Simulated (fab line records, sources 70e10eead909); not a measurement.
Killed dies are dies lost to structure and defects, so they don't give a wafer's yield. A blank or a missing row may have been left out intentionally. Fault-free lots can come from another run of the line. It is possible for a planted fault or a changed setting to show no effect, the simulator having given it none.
fab line records	flow nandHarc
[record] lots = 24	wafers = 72	lastDay = 33
route steps=1302 shown A_STAIRCASE@788
lots that met no fault: taken from a fault-free run of the same line
startH: start of the lot's first displayed wafer, in hours after the record's first day	waitH: hours elapsed since this lot's preceding step	" as in the row above	L1.1+2: one row covering several wafers at once	- value missing, or start not given	* or withheld: withheld	< > ~ a bound
route shown NAME@n: names a module that has steps shown in the file, with the first one's number in the route	usual: mean/standard deviation taken from wafers without a fault	same: alike in all rows	chamber/n: place in a boat	sites: each site's reading	_std_site: the standard deviation of these	_edge_site: inner sites' mean taken away from outer sites' mean	radiusMm: for every site, how far away it sits from the centre of the wafer	mask NAME#n: copy n	behind: tool/chamber where the wafer was last shaped	hold: cause of the lot's hold/its duration in hours/its outcome	device: the n, p or np transistor that did not switch	end of line: the same wafers' tests at the end of the route	step lacking rows: just its recipe	killed: count of dies lost to structure and defects at first sort (not the wafer's yield)	map: shows each die of a wafer: x if killed, . if not, _ if none is there
set.NAME: the setting the step ran with; set.NAME@STEP: the setting that earlier step ran with	model.NAME: the simulator's own value behind a step, which no gauge read
a sample of lots followed through the steps of the route, with each step as a table and each wafer as a row
services: the hour from which a tool's chamber was out of use, counted from the record's first day as startH (under 0 if before that day), plus the number of hours and why
[[steps]]
[step NHARC_A_STAIRCASE_ETCH_451]
[recipe] targetDepthA = 300	overetchA = 30	timeS = 16.5	ionEnergyEv = 100	cf4FlowSccm = 80	o2FlowSccm = 20	arFlowSccm = 0	rfW = 300	biasW = 100	chemistry = CF4/O2
[usual] cf4FlowSccm = 80.06/0.23	drypumpMotorCurrentA = 5.8/0.53	oesProductAu = 1.002/0.0094	rfVppV = 197.6/1.6	showerheadPlenumPTorr = 1.32/0.062	throttleValvePct = 13.398/0.0092
[same] timeS = 16.5
lot.wafer	tool	chamber	startH	waitH	cf4FlowSccm	drypumpMotorCurrentA	oesProductAu	rfHoursCounterH	rfVppV	showerheadPlenumPTorr	throttleValvePct
L074.2	rieDiel-03	1	-	-	80.22	6.2	1.013	27	195.6	1.24	13.407
L074.6	"	1	"	"	80.33	6.2	1.002	-	196.4	1.24	13.400
L074.5	"	2	"	"	80.17	5.2	0.983	-	199.4	1.39	13.401
L075.2	rieDiel-10	0	-	-	79.75	5.5	0.993	47	197.2	1.34	13.405
L075.1	"	1	"	"	79.98	6.4	0.997	37	196.9	1.28	13.387
L075.5	"	3	"	"	80.31	4.6	0.983	-	200.2	1.35	13.409
L076.4	rieDiel-07	2	-	-	80.27	6.0	1.000	31	197.6	1.26	13.400
L076.1	"	0	"	"	80.18	5.6	1.007	35	195.8	1.26	13.416
L076.6	"	3	"	"	80.48	6.3	1.009	-	198.1	1.38	13.387
L078.2	rieDiel-03	3	-	-	80.23	5.3	1.004	40	196.9	1.27	13.411
L078.1	"	0	"	"	80.00	6.3	1.001	38	196.6	1.28	13.415
L078.5	"	2	"	"	80.31	5.2	0.999	-	199.0	1.39	13.389
L077.6	rieDiel-03	3	-	-	79.91	5.3	1.009	-	195.9	1.27	13.406
L077.4	"	0	"	"	79.94	6.3	1.006	-	196.6	1.28	13.405
L077.5	"	2	"	"	80.05	5.2	0.987	-	200.1	1.39	13.397
L079.2	rieDiel-07	1	-	-	79.63	6.1	1.010	34	198.6	1.37	13.398
L079.3	"	2	"	"	80.24	6.0	1.005	37	196.9	1.26	13.396
L079.6	"	1	"	"	79.85	6.1	1.011	-	198.3	1.37	13.389
L080.4	rieDiel-03	1	-	-	79.72	6.2	1.006	44	194.8	1.23	13.380
L080.1	"	2	"	"	80.39	5.2	0.979	53	199.1	1.39	13.408
L080.6	"	0	"	"	80.03	6.3	1.009	-	197.2	1.28	13.401
L081.3	rieDiel-07	1	-	-	79.77	6.1	0.999	44	197.1	1.36	13.400
L081.1	"	2	"	"	79.49	6.0	1.002	46	197.1	1.26	13.392
L081.5	"	3	"	"	80.24	6.3	1.000	-	198.9	1.38	13.388
L082.1	rieDiel-03	1	-	-	79.91	6.2	1.018	47	195.9	1.23	13.389
L082.2	"	2	"	"	79.73	5.2	0.984	56	198.5	1.39	13.402
L082.4	"	3	"	"	80.22	5.3	1.002	52	195.7	1.27	13.391
L084.3	rieDiel-03	3	-	-	79.97	5.4	1.011	55	196.3	1.27	13.404
L084.6	"	2	"	"	80.25	5.2	0.986	-	196.9	1.39	13.405
L084.5	"	3	"	"	79.67	5.4	1.001	-	195.8	1.27	13.393
L083.2	rieDiel-07	2	-	-	79.76	6.0	0.986	52	197.0	1.26	13.397
L083.3	"	3	"	"	79.80	6.3	1.004	58	198.1	1.38	13.400
L083.5	"	0	"	"	79.71	5.5	0.983	-	197.0	1.26	13.390
L085.2	rieDiel-10	3	-	-	80.42	4.6	0.999	28	198.9	1.34	13.411
L085.3	"	0	"	"	80.19	5.5	1.016	16	199.0	1.34	13.402
L085.5	"	1	"	"	79.85	6.5	1.003	-	196.0	1.27	13.394
L087.3	rieDiel-03	3	-	-	79.90	5.4	1.012	9	195.2	1.27	13.398
L087.2	"	1	"	"	80.36	6.2	1.011	10	200.2	1.44	13.397
L087.5	"	3	"	"	80.06	5.4	1.012	-	197.1	1.27	13.404
L086.1	rieDiel-10	2	-	-	80.27	6.1	0.997	28	198.3	1.43	13.387
L086.3	"	3	"	"	79.64	4.6	0.999	30	197.7	1.34	13.410
L086.6	"	3	"	"	80.01	4.6	0.993	-	198.5	1.34	13.386
L088.3	rieDiel-10	2	-	-	79.74	6.2	1.013	31	200.8	1.42	13.390
L088.2	"	3	"	"	80.24	4.6	0.993	34	198.9	1.34	13.405
L088.6	"	1	"	"	79.73	6.4	1.000	-	196.9	1.27	13.390
L089.4	rieDiel-07	0	-	-	80.41	5.6	0.998	8	195.0	1.25	13.386
L089.2	"	1	"	"	80.23	6.1	1.010	6	197.8	1.36	13.396
L089.3	"	3	"	"	80.42	6.3	1.015	7	198.8	1.37	13.408
L090.4	rieDiel-03	0	-	-	79.87	6.3	0.994	17	197.5	1.28	13.406
L090.3	"	1	"	"	79.83	6.2	1.003	20	200.7	1.44	13.401
L090.5	"	0	"	"	80.17	6.3	0.985	-	195.3	1.28	13.387
L092.4	rieDiel-10	2	-	-	80.19	6.2	1.002	43	200.3	1.42	13.408
L092.1	"	0	"	"	79.75	5.5	0.991	31	196.8	1.33	13.375
L092.5	"	2	"	"	80.03	6.2	0.985	-	199.1	1.42	13.408
L091.2	rieDiel-03	0	-	-	79.85	6.3	0.989	20	197.1	1.28	13.392
L091.6	"	2	"	"	79.87	5.2	1.005	-	198.7	1.38	13.396
L091.5	"	3	"	"	80.07	5.3	1.006	-	196.3	1.27	13.391
L093.1	rieDiel-10	2	-	-	80.14	6.1	1.007	55	199.2	1.42	13.392
L093.5	"	3	"	"	79.87	4.6	0.991	-	198.5	1.34	13.407
L093.6	"	0	"	"	80.05	5.5	1.009	-	198.2	1.33	13.389
L094.3	rieDiel-07	2	-	-	79.86	5.9	0.999	27	195.7	1.25	13.411
L094.2	"	3	"	"	79.97	6.3	1.011	29	198.5	1.37	13.398
L094.5	"	1	"	"	80.26	6.1	1.013	-	197.5	1.36	13.408
L095.4	rieDiel-03	3	-	-	80.00	5.4	1.004	40	195.0	1.26	13.396
L095.3	"	0	"	"	79.71	6.3	0.997	35	196.3	1.27	13.411
L095.5	"	3	"	"	80.22	5.4	1.008	-	195.8	1.26	13.398
L096.3	rieDiel-10	3	-	-	79.89	4.6	0.999	62	197.1	1.33	13.393
L096.1	"	2	"	"	80.34	6.1	0.998	61	199.7	1.42	13.397
L096.5	"	3	"	"	80.26	4.6	1.004	-	196.9	1.33	13.382
L097.4	rieDiel-07	0	-	-	80.07	5.6	0.991	29	196.4	1.25	13.399
L097.2	"	2	"	"	80.21	6.0	0.996	30	195.2	1.25	13.390
L097.6	"	3	"	"	79.83	6.3	1.006	-	197.4	1.37	13.406
[step NHARC_A_STAIRCASE_DEP_280]
[recipe] targetThkA = 300	targetThkNm = 30	tempC = 400	pressureTorr = 3.5	flowSccm = 200	rfW = 350	material = SiON
[usual] heaterPowerW = 790/100
lot.wafer	tool	chamber	startH	waitH	heaterPowerW
L074.2	pecvd-03	1	384.22	1.2	791
L074.6	"	1	"	"	768
L074.5	"	0	"	"	712
L075.1	pecvd-02	0	403.30	1.6	714
L075.2	"	2	"	"	821
L075.5	"	0	"	"	717
L076.1	pecvd-01	2	412.74	1.6	760
L076.6	"	0	"	"	631
L076.4	"	1	"	"	769
L078.1	pecvd-03	1	418.65	1.6	829
L078.2	"	2	"	"	755
L078.5	"	1	"	"	683
L077.4	pecvd-03	1	419.96	0.7	815
L077.6	"	2	"	"	764
L077.5	"	0	"	"	809
L079.2	pecvd-02	0	434.57	1.3	677
L079.3	"	1	"	"	942
L079.6	"	0	"	"	668
L080.1	pecvd-01	2	443.90	1.5	717
L080.4	"	2	"	"	705
L080.6	"	1	"	"	787
L082.2	pecvd-03	0	455.48	1.3	673
L082.1	"	1	"	"	714
L082.4	"	1	"	"	717
L081.3	pecvd-02	0	455.54	1.0	683
L081.1	"	1	"	"	919
L081.5	"	1	"	"	912
L084.3	pecvd-01	0	466.73	0.9	702
L084.6	"	1	"	"	745
L084.5	"	2	"	"	750
L083.3	pecvd-02	0	473.77	1.0	785
L083.2	"	1	"	"	958
L083.5	"	0	"	"	785
L085.2	pecvd-02	2	496.44	1.3	918
L085.3	"	0	"	"	690
L085.5	"	1	"	"	962
L087.2	pecvd-02	2	501.21	1.4	952
L087.3	"	0	"	"	759
L087.5	"	2	"	"	963
L086.3	pecvd-03	2	502.18	1.0	753
L086.1	"	1	"	"	826
L086.6	"	2	"	"	618
L088.2	pecvd-01	1	512.24	1.3	707
L088.3	"	0	"	"	658
L088.6	"	2	"	"	718
L089.3	pecvd-02	0	514.09	0.9	708
L089.2	"	1	"	"	934
L089.4	"	0	"	"	707
L090.3	pecvd-02	1	532.87	1.0	985
L090.5	"	1	"	"	951
L090.4	"	2	"	"	971
L092.1	pecvd-02	0	544.80	1.6	749
L092.5	"	1	"	"	953
L092.4	"	0	"	"	763
L091.2	pecvd-03	2	546.02	1.2	764
L091.5	"	2	"	"	764
L091.6	"	0	"	"	729
L093.1	pecvd-02	2	574.34	1.6	986
L093.5	"	0	"	"	767
L093.6	"	1	"	"	906
L094.2	pecvd-01	2	587.64	1.3	671
L094.3	"	1	"	"	697
L094.5	"	2	"	"	661
L095.3	pecvd-01	1	588.99	1.0	719
L095.4	"	2	"	"	702
L095.5	"	0	"	"	702
L096.1	pecvd-02	2	591.25	1.6	882
L096.3	"	1	"	"	978
L096.5	"	2	"	"	869
L097.2	pecvd-01	1	598.38	1.3	733
L097.6	"	2	"	"	711
L097.4	"	0	"	"	690
[step NHARC_A_STAIRCASE_ETCH_294]
[recipe] targetDepthA = 49890	timeS = 1211.6	ionEnergyEv = 800	c4f8FlowSccm = 80	o2FlowSccm = 60	arFlowSccm = withheld	rfW = 600	biasW = 3000	chemistry = C4F8/O2/Ar
[usual] oesProductAu = 0.934/0.01	rfVppV = 1825/12
[same] timeS = 1211.6
lot.wafer	tool	chamber	startH	waitH	oesProductAu	rfHoursCounterH	rfVppV
L074.2	rieDiel-03	3	-	-	0.927	33	1815
L074.5	"	1	"	"	0.942	-	1807
L074.6	"	2	"	"	0.923	-	1837
L075.2	rieDiel-07	2	-	-	0.931	30	1814
L075.1	"	3	"	"	0.933	35	1835
L075.5	"	2	"	"	0.925	-	1814
L076.4	rieDiel-10	0	-	-	0.925	54	1827
L076.1	"	1	"	"	0.928	49	1814
L076.6	"	3	"	"	0.909	-	1831
L078.1	rieDiel-07	2	-	-	0.942	34	1812
L078.2	"	0	"	"	0.948	36	1811
L078.5	"	3	"	"	0.942	-	1835
L077.5	rieDiel-03	2	-	-	0.922	-	1837
L077.4	"	3	"	"	0.919	-	1815
L077.6	"	0	"	"	0.928	-	1817
L079.3	rieDiel-07	3	-	-	0.936	45	1836
L079.2	"	2	"	"	0.923	43	1812
L079.6	"	3	"	"	0.932	-	1833
L080.4	rieDiel-07	1	-	-	0.929	43	1833
L080.1	"	3	"	"	0.955	48	1835
L080.6	"	0	"	"	0.933	-	1812
L082.4	rieDiel-07	0	-	-	0.940	50	1813
L082.1	"	1	"	"	0.931	46	1833
L082.2	"	2	"	"	0.931	49	1812
L081.3	rieDiel-07	1	-	-	0.923	47	1832
L081.1	"	2	"	"	0.928	49	1813
L081.5	"	3	"	"	0.933	-	1834
L084.3	rieDiel-07	2	-	-	0.930	53	1811
L084.6	"	3	"	"	0.931	-	1834
L084.5	"	0	"	"	0.930	-	1811
L083.2	rieDiel-03	2	-	-	0.943	2	1837
L083.3	"	3	"	"	0.954	2	1815
L083.5	"	2	"	"	0.944	-	1837
L085.2	rieDiel-10	0	-	-	0.949	19	1829
L085.3	"	2	"	"	0.942	30	1842
L085.5	"	0	"	"	0.945	-	1827
L087.3	rieDiel-03	3	-	-	0.929	11	1814
L087.2	"	0	"	"	0.911	11	1816
L087.5	"	1	"	"	0.922	-	1846
L086.1	rieDiel-10	3	-	-	0.926	33	1828
L086.3	"	0	"	"	0.937	20	1827
L086.6	"	3	"	"	0.928	-	1828
L088.3	rieDiel-10	2	-	-	0.927	34	1844
L088.2	"	1	"	"	0.927	31	1814
L088.6	"	3	"	"	0.927	-	1828
L089.2	rieDiel-03	0	-	-	0.947	14	1817
L089.3	"	2	"	"	0.953	19	1836
L089.4	"	3	"	"	0.951	16	1815
L090.4	rieDiel-03	2	-	-	0.927	24	1834
L090.3	"	1	"	"	0.937	21	1846
L090.5	"	3	"	"	0.936	-	1814
L092.4	rieDiel-07	3	-	-	0.953	19	1834
L092.1	"	0	"	"	0.925	19	1811
L092.5	"	3	"	"	0.948	-	1835
L091.2	rieDiel-10	0	-	-	0.919	37	1827
L091.5	"	3	"	"	0.922	-	1828
L091.6	"	0	"	"	0.930	-	1827
L093.1	rieDiel-03	0	-	-	0.929	31	1815
L093.6	"	3	"	"	0.936	-	1813
L093.5	"	0	"	"	0.928	-	1815
L094.3	rieDiel-07	3	-	-	0.940	32	1832
L094.2	"	1	"	"	0.935	32	1829
L094.5	"	1	"	"	0.932	-	1832
L095.4	rieDiel-03	0	-	-	0.933	39	1816
L095.3	"	1	"	"	0.940	40	1844
L095.5	"	0	"	"	0.928	-	1816
L096.3	rieDiel-03	3	-	-	0.941	45	1813
L096.1	"	1	"	"	0.953	40	1846
L096.5	"	3	"	"	0.934	-	1813
L097.2	rieDiel-07	2	-	-	0.934	33	1809
L097.4	"	3	"	"	0.950	36	1834
L097.6	"	0	"	"	0.922	-	1810
[step NHARC_A_STAIRCASE_ETCH_453]
[recipe] targetDepthA = 300	overetchA = 30	timeS = 16.5	ionEnergyEv = 100	cf4FlowSccm = 80	o2FlowSccm = 20	arFlowSccm = 0	rfW = 300	biasW = 100	chemistry = CF4/O2
[usual] cf4FlowSccm = 79.99/0.23	drypumpMotorCurrentA = 5.8/0.49	oesProductAu = 1.001/0.0095	rfVppV = 197.6/1.5	showerheadPlenumPTorr = 1.32/0.064	throttleValvePct = 13.396/0.0087
[same] timeS = 16.5
lot.wafer	tool	chamber	startH	waitH	cf4FlowSccm	drypumpMotorCurrentA	oesProductAu	rfHoursCounterH	rfVppV	showerheadPlenumPTorr	throttleValvePct
L074.2	rieDiel-03	2	-	-	80.08	5.2	0.982	35	199.1	1.39	13.401
L074.5	"	0	"	"	79.93	6.3	0.990	-	197.1	1.29	13.422
L074.6	"	1	"	"	80.15	6.2	1.009	-	197.1	1.24	13.400
L075.2	rieDiel-03	0	-	-	80.17	6.3	1.004	38	194.9	1.28	13.410
L075.1	"	2	"	"	79.54	5.2	0.979	40	198.9	1.39	13.399
L075.5	"	0	"	"	80.14	6.3	0.987	-	197.8	1.28	13.393
L076.1	rieDiel-10	0	-	-	80.22	5.6	1.013	56	196.5	1.34	13.395
L076.6	"	0	"	"	80.07	5.5	1.016	-	199.0	1.34	13.398
L076.4	"	1	"	"	80.06	6.4	1.000	-	197.3	1.27	13.388
L078.1	rieDiel-03	2	-	-	79.99	5.2	0.989	46	200.1	1.39	13.395
L078.2	"	0	"	"	80.16	6.3	1.001	43	198.0	1.28	13.413
L078.5	"	2	"	"	80.08	5.2	0.983	-	198.4	1.39	13.390
L077.4	rieDiel-03	2	-	-	79.76	5.2	0.978	50	199.9	1.39	13.402
L077.6	"	2	"	"	79.83	5.2	0.987	-	198.2	1.39	13.400
L077.5	"	3	"	"	79.89	5.4	1.000	-	196.2	1.27	13.395
L079.2	rieDiel-07	2	-	-	80.03	5.9	0.988	44	195.6	1.26	13.393
L079.3	"	3	"	"	79.97	6.3	0.992	47	197.4	1.38	13.388
L079.6	"	2	"	"	79.73	6.0	0.984	-	197.4	1.26	13.384
L080.1	rieDiel-07	1	-	-	80.19	6.1	0.996	45	197.9	1.36	13.387
L080.4	"	0	"	"	79.93	5.6	1.010	49	196.6	1.26	13.393
L080.6	"	1	"	"	80.41	6.1	1.002	-	197.5	1.36	13.409
L082.4	rieDiel-07	2	-	-	80.09	5.9	0.990	50	195.8	1.26	13.392
L082.1	"	3	"	"	80.13	6.3	1.003	54	198.1	1.38	13.403
L082.2	"	1	"	"	79.70	6.1	0.989	48	198.8	1.36	13.403
L081.3	rieDiel-10	1	-	-	79.59	6.4	1.006	10	196.1	1.27	13.403
L081.1	"	2	"	"	79.83	6.1	1.010	12	200.1	1.43	13.404
L081.5	"	3	"	"	79.73	4.6	1.009	-	198.0	1.34	13.417
L084.3	rieDiel-10	3	-	-	79.64	4.7	0.982	22	198.1	1.34	13.407
L084.6	"	0	"	"	79.95	5.5	1.021	-	197.7	1.34	13.411
L084.5	"	1	"	"	80.38	6.4	1.000	-	197.0	1.27	13.395
L083.2	rieDiel-03	2	-	-	80.00	5.2	0.997	4	199.2	1.39	13.382
L083.3	"	0	"	"	79.86	6.3	0.997	4	197.5	1.28	13.386
L083.5	"	3	"	"	79.84	5.4	1.005	-	197.4	1.27	13.381
L085.3	rieDiel-07	0	-	-	79.84	5.5	0.997	7	197.1	1.25	13.391
L085.2	"	2	"	"	80.29	6.0	1.004	6	196.5	1.26	13.390
L085.5	"	0	"	"	79.86	5.5	0.997	-	196.6	1.25	13.386
L087.3	rieDiel-10	1	-	-	79.96	6.4	1.005	29	196.1	1.27	13.403
L087.2	"	0	"	"	79.88	5.5	1.014	22	197.8	1.34	13.387
L087.5	"	2	"	"	79.92	6.2	1.014	-	198.8	1.42	13.399
L086.1	rieDiel-10	3	-	-	80.05	4.7	0.996	36	198.1	1.34	13.403
L086.3	"	1	"	"	79.47	6.4	0.998	29	195.3	1.27	13.392
L086.6	"	3	"	"	79.79	4.7	0.997	-	197.1	1.34	13.385
L088.2	rieDiel-07	1	-	-	79.36	6.1	0.998	10	197.2	1.36	13.395
L088.3	"	3	"	"	79.99	6.3	1.002	13	197.3	1.37	13.399
L088.6	"	0	"	"	79.87	5.5	0.989	-	196.6	1.25	13.381
L089.2	rieDiel-03	1	-	-	79.93	6.2	1.000	19	200.1	1.44	13.394
L089.4	"	2	"	"	80.03	5.2	1.001	20	198.5	1.38	13.398
L089.3	"	0	"	"	79.44	6.3	0.995	16	197.1	1.28	13.391
L090.3	rieDiel-07	2	-	-	79.98	5.9	1.002	17	197.1	1.25	13.391
L090.4	"	0	"	"	80.02	5.6	1.000	19	196.9	1.25	13.394
L090.5	"	1	"	"	80.35	6.1	1.008	-	197.9	1.36	13.385
L092.4	rieDiel-07	1	-	-	79.97	6.1	1.022	23	198.4	1.36	13.405
L092.1	"	3	"	"	79.92	6.3	1.013	22	197.7	1.37	13.393
L092.5	"	0	"	"	80.23	5.5	1.005	-	196.1	1.25	13.393
L091.2	rieDiel-03	3	-	-	80.17	5.4	1.001	28	195.5	1.27	13.390
L091.5	"	1	"	"	80.32	6.2	1.010	-	199.8	1.44	13.396
L091.6	"	2	"	"	79.61	5.2	1.001	-	198.7	1.38	13.381
L093.1	rieDiel-03	0	-	-	79.91	6.3	1.001	36	196.8	1.27	13.390
L093.5	"	2	"	"	80.53	5.2	1.004	-	197.9	1.38	13.406
L093.6	"	3	"	"	80.25	5.4	1.015	-	196.4	1.26	13.404
L094.2	rieDiel-03	0	-	-	80.41	6.3	1.000	40	195.2	1.27	13.378
L094.3	"	2	"	"	80.07	5.2	0.997	47	199.3	1.38	13.390
L094.5	"	1	"	"	80.16	6.2	1.004	-	199.9	1.44	13.401
L095.3	rieDiel-07	3	-	-	79.95	6.3	1.010	34	197.9	1.37	13.393
L095.4	"	2	"	"	79.83	6.0	0.997	31	196.4	1.25	13.392
L095.5	"	0	"	"	80.57	5.5	0.990	-	195.8	1.25	13.393
L096.3	rieDiel-03	1	-	-	80.09	6.2	1.002	42	200.8	1.44	13.408
L096.1	"	3	"	"	79.85	5.3	1.000	46	197.3	1.26	13.392
L096.5	"	0	"	"	80.03	6.3	0.990	-	195.9	1.27	13.377
L097.4	rieDiel-07	0	-	-	79.52	5.5	0.995	35	195.9	1.25	13.399
L097.2	"	1	"	"	79.95	6.1	1.011	37	198.6	1.35	13.388
L097.6	"	0	"	"	79.59	5.5	0.994	-	197.2	1.25	13.400
[step NHARC_A_STAIRCASE_DEP_417]
[recipe] targetThkA = 600	stepCoveragePct = 20	tempC = 400	targetThkNm = 60	flowSccm = 200	rfW = 450	material = Si3N4
[usual] heaterPowerW = 717/90
lot.wafer	tool	chamber	startH	waitH	heaterPowerW
L074.2	pecvd-02	1	394.71	-	766
L074.6	"	2	"	"	947
L074.5	"	1	"	"	782
L075.2	pecvd-01	2	414.25	-	693
L075.1	"	0	"	"	663
L075.5	"	2	"	"	692
L076.1	pecvd-01	1	424.84	-	664
L076.6	"	0	"	"	565
L076.4	"	1	"	"	659
L078.1	pecvd-02	2	430.68	-	827
L078.2	"	1	"	"	771
L078.5	"	0	"	"	688
L077.5	pecvd-03	2	433.85	-	595
L077.6	"	0	"	"	695
L077.4	"	1	"	"	682
L079.2	pecvd-03	0	444.73	-	762
L079.3	"	1	"	"	758
L079.6	"	2	"	"	690
L080.1	pecvd-01	2	456.74	-	663
L080.6	"	0	"	"	664
L080.4	"	1	"	"	780
L082.2	pecvd-02	1	468.78	-	924
L082.1	"	2	"	"	918
L082.4	"	1	"	"	895
L081.1	pecvd-03	1	468.96	-	786
L081.3	"	2	"	"	703
L081.5	"	1	"	"	772
L084.3	pecvd-02	2	479.74	-	949
L084.5	"	2	"	"	935
L084.6	"	1	"	"	774
L083.3	pecvd-03	2	483.79	-	741
L083.2	"	0	"	"	706
L083.5	"	0	"	"	712
L085.3	pecvd-01	2	508.34	-	723
L085.2	"	0	"	"	650
L085.5	"	2	"	"	733
L087.3	pecvd-01	2	511.75	-	641
L087.2	"	0	"	"	541
L087.5	"	2	"	"	641
L086.1	pecvd-01	2	513.40	-	744
L086.3	"	1	"	"	753
L086.6	"	1	"	"	735
L088.3	pecvd-01	0	522.51	-	563
L088.2	"	2	"	"	717
L088.6	"	1	"	"	710
L089.3	pecvd-01	1	524.25	-	693
L089.2	"	2	"	"	690
L089.4	"	2	"	"	730
L090.3	pecvd-01	0	543.82	-	621
L090.4	"	1	"	"	652
L090.5	"	2	"	"	743
L092.1	pecvd-01	1	559.06	-	647
L092.4	"	0	"	"	635
L092.5	"	1	"	"	658
L091.2	pecvd-02	2	561.35	-	943
L091.5	"	2	"	"	948
L091.6	"	1	"	"	818
L093.1	pecvd-02	0	589.16	-	737
L093.5	"	1	"	"	943
L093.6	"	2	"	"	847
L094.3	pecvd-03	2	599.02	-	703
L094.2	"	0	"	"	688
L094.5	"	0	"	"	689
L095.3	pecvd-01	1	600.57	-	689
L095.4	"	0	"	"	611
L095.5	"	1	"	"	697
L096.1	pecvd-01	2	601.73	-	731
L096.3	"	1	"	"	772
L096.5	"	2	"	"	716
L097.2	pecvd-01	0	608.92	-	659
L097.6	"	1	"	"	635
L097.4	"	0	"	"	644
[step NHARC_A_STAIRCASE_CMP_450]
[recipe] targetThkNm = 200	material = SiO2
[usual] motorCurrentA = 11.9/0.82
lot.wafer	tool	chamber	startH	waitH	motorCurrentA
L074.2	cmp-01	3	432.54	-	11.9
L074.5	"	1	"	"	11.2
L074.6	"	2	"	"	11.5
L075.2	cmp-02	2	456.44	-	10.6
L075.1	"	3	"	"	12.7
L075.5	"	2	"	"	11.8
L076.1	cmp-03	1	470.59	-	12.1
L076.4	"	0	"	"	12.3
L076.6	"	2	"	"	11.0
L078.2	cmp-01	0	471.54	-	10.8
L078.1	"	2	"	"	10.6
L078.5	"	0	"	"	11.7
L077.4	cmp-01	0	476.12	-	11.6
L077.6	"	3	"	"	12.3
L077.5	"	0	"	"	12.0
L079.2	cmp-01	3	487.03	-	12.0
L079.3	"	0	"	"	11.4
L079.6	"	2	"	"	11.0
L080.4	cmp-01	2	498.05	-	10.8
L080.1	"	3	"	"	12.6
L080.6	"	2	"	"	10.8
L081.3	cmp-01	2	515.69	-	10.8
L081.1	"	3	"	"	12.2
L081.5	"	1	"	"	11.5
L082.2	cmp-03	3	515.70	-	13.6
L082.1	"	0	"	"	13.4
L082.4	"	2	"	"	11.6
L083.3	cmp-02	2	525.77	-	10.9
L083.2	"	3	"	"	13.1
L083.5	"	1	"	"	12.4
L084.3	cmp-03	1	526.35	-	13.1
L084.6	"	3	"	"	14.6
L084.5	"	0	"	"	12.7
L086.3	cmp-01	0	551.81	-	11.8
L086.1	"	1	"	"	11.1
L086.6	"	1	"	"	10.9
L087.3	cmp-02	0	552.12	-	11.8
L087.2	"	3	"	"	12.7
L087.5	"	0	"	"	12.1
L085.2	cmp-01	0	552.13	-	11.6
L085.3	"	2	"	"	10.8
L085.5	"	0	"	"	11.3
L088.2	cmp-03	2	563.81	-	10.8
L088.3	"	3	"	"	13.1
L088.6	"	1	"	"	13.3
L089.3	cmp-02	2	564.01	-	11.5
L089.4	"	3	"	"	12.8
L089.2	"	1	"	"	12.3
L090.3	cmp-02	3	583.90	-	11.8
L090.4	"	0	"	"	12.0
L090.5	"	2	"	"	11.6
L091.2	cmp-02	0	606.20	-	11.5
L091.5	"	0	"	"	11.9
L091.6	"	1	"	"	12.5
L092.1	cmp-03	2	609.07	-	10.8
L092.4	"	0	"	"	13.2
L092.5	"	1	"	"	12.9
L093.1	cmp-01	0	630.77	-	11.6
L093.5	"	3	"	"	11.8
L093.6	"	0	"	"	11.7
L094.2	cmp-02	2	641.03	-	10.9
L094.3	"	0	"	"	12.3
L094.5	"	2	"	"	11.7
L095.3	cmp-01	2	641.23	-	10.5
L095.4	"	1	"	"	11.1
L095.5	"	2	"	"	10.8
L096.1	cmp-02	2	641.40	-	10.6
L096.3	"	1	"	"	12.4
L096.5	"	2	"	"	10.8
L097.2	cmp-01	2	652.20	-	11.1
L097.4	"	1	"	"	11.2
L097.6	"	2	"	"	10.7
[[services]]
tool	chamber	startH	hours	kind
pecvd-03	-	366.14	13.0	pm
rieDiel-10	1	370.11	9.0	repair
rieDiel-07	-	371.58	1.8	repair
cmp-01	-	381.50	4.0	pm
pecvd-02	-	416.97	13.0	pm
rieDiel-10	-	421.40	9.0	pm
pecvd-03	-	429.81	1.5	repair
pecvd-01	0	435.41	12.2	repair
cmp-01	-	446.67	4.7	repair
rieDiel-10	0	456.59	16.1	repair
rieDiel-03	-	461.93	9.0	pm
rieDiel-07	-	471.69	9.0	pm
cmp-01	-	479.50	4.0	pm
rieDiel-10	-	485.03	0.4	repair
pecvd-03	-	488.89	3.1	repair
pecvd-01	-	492.00	13.0	pm
rieDiel-07	0	571.79	18.5	repair
pecvd-02	-	598.28	13.0	pm
rieDiel-10	-	598.42	9.0	pm
rieDiel-03	0	613.32	12.3	repair
rieDiel-07	2	630.95	2.3	repair
rieDiel-03	-	638.93	9.0	pm
rieDiel-10	-	643.79	0.8	repair
rieDiel-07	-	649.72	9.0	pm
[[key]]
fault none
